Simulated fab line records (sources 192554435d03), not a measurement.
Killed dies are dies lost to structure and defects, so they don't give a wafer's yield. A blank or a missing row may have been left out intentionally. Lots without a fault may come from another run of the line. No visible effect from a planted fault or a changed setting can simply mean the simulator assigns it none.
Split-lot study -- flow n5Finfet -- route with 1938 steps; 7 lots, 21 wafers read

## ON THE SPLIT
At N5_BEOL_M3_ETCH_70 (etches SOC in N2/H2, target depth 80 nm, overetch 16 nm, time 120 s), the setting sourceW was moved away from the recipe's 840 W on 7 of the 21 wafers read, by -6.7% to +15.8%. All remaining wafers had this setting at the recipe value.

The reading comes from the split's own step.

## THE READING
rfVppV, in V, at N5_BEOL_M3_ETCH_70 (etches SOC in N2/H2, target depth 80 nm, overetch 16 nm, time 120 s). Fault-free wafers of this fab line usually give 522.1 V, standard deviation 1.6 V.

wafer,"tool, chamber at the split","sourceW as run, W",against the recipe,"rfVppV, V",against lot-mates on the recipe
L076.1,"rieDiel-06, 1",840,recipe,521.1,-
L076.2,"rieDiel-06, 3",783.4,-6.7%,533.1,+12.2
L076.5,"rieDiel-06, 1",840,recipe,520.6,-
L075.1,"rieDiel-03, 3",840,recipe,520.4,-
L075.2,"rieDiel-03, 1",840,recipe,522.3,-
L075.4,"rieDiel-03, 0",840,recipe,524.0,-
L079.3,"rieDiel-01, 2",840,recipe,523.3,-
L079.4,"rieDiel-01, 1",939.1,+11.8%,502.4,-20.9
L079.5,"rieDiel-01, 2",939.1,+11.8%,504.2,-19.1
L080.2,"rieDiel-03, 2",840,recipe,523.2,-
L080.3,"rieDiel-03, 3",840,recipe,519.7,-
L080.5,"rieDiel-03, 3",840,recipe,521.2,-
L089.2,"rieDiel-01, 2",915.7,+9.0%,506.8,-16.0
L089.3,"rieDiel-01, 0",840,recipe,522.8,-
L089.6,"rieDiel-01, 0",915.7,+9.0%,508.5,-14.3
L092.1,"rieDiel-06, 1",840,recipe,519.8,-
L092.3,"rieDiel-06, 3",840,recipe,521.1,-
L092.4,"rieDiel-06, 2",840,recipe,522.3,-
L097.2,"rieDiel-01, 2",840,recipe,522.4,-
L097.5,"rieDiel-01, 0",973.1,+15.8%,496.9,-25.5
L097.6,"rieDiel-01, 1",973.1,+15.8%,496.9,-25.5

FIT RESULTS
A straight line over all 21 wafers: rfVppV changes by -1.58 V for each +1% of sourceW; r = -0.99; the points scatter about the line by 1.2 V.
The same after taking each lot's own level away (the mean of its wafers on the recipe; 21 wafers): -1.66 V for each +1%; r = -0.99; scatter 1.1 V.
According to that fit, moving sourceW by its largest amount changes the reading by 26 V.
From 520.85 to 523.30 V: that is the span of the lots' own levels, equal to 1.5 times the standard deviation above.
The two slopes are in agreement: the lot-to-lot level therefore moves the slope only a little.
Check: with one of the wafers moved furthest among these (+15.8%) left out of the fit, the line predicts -26.5 V for it against its lot-mates. Against them it came out at -25.5 V.
Tool readings at the split's step, against how far the setting was moved: rfVppV r = -0.99.

## FURTHER SPLITS ON THESE WAFERS
Other splits were also applied to these wafers ahead of the reading. Each is held against what the fit with the lots' levels taken away leaves over:
other split on the same wafers,wafers away from the commonest value,r with rfVppV (lot level and that fit taken away)
N5_BEOL_M0_SAQP_ETCH_88 sourceW,9,+0.18
N5_BEOL_M1_EXPOSE_25 doseMj,5,+0.20

## FILE'S OWN FIT
rfVppV changes by -1.66 V for each +1% of sourceW, r = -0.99.
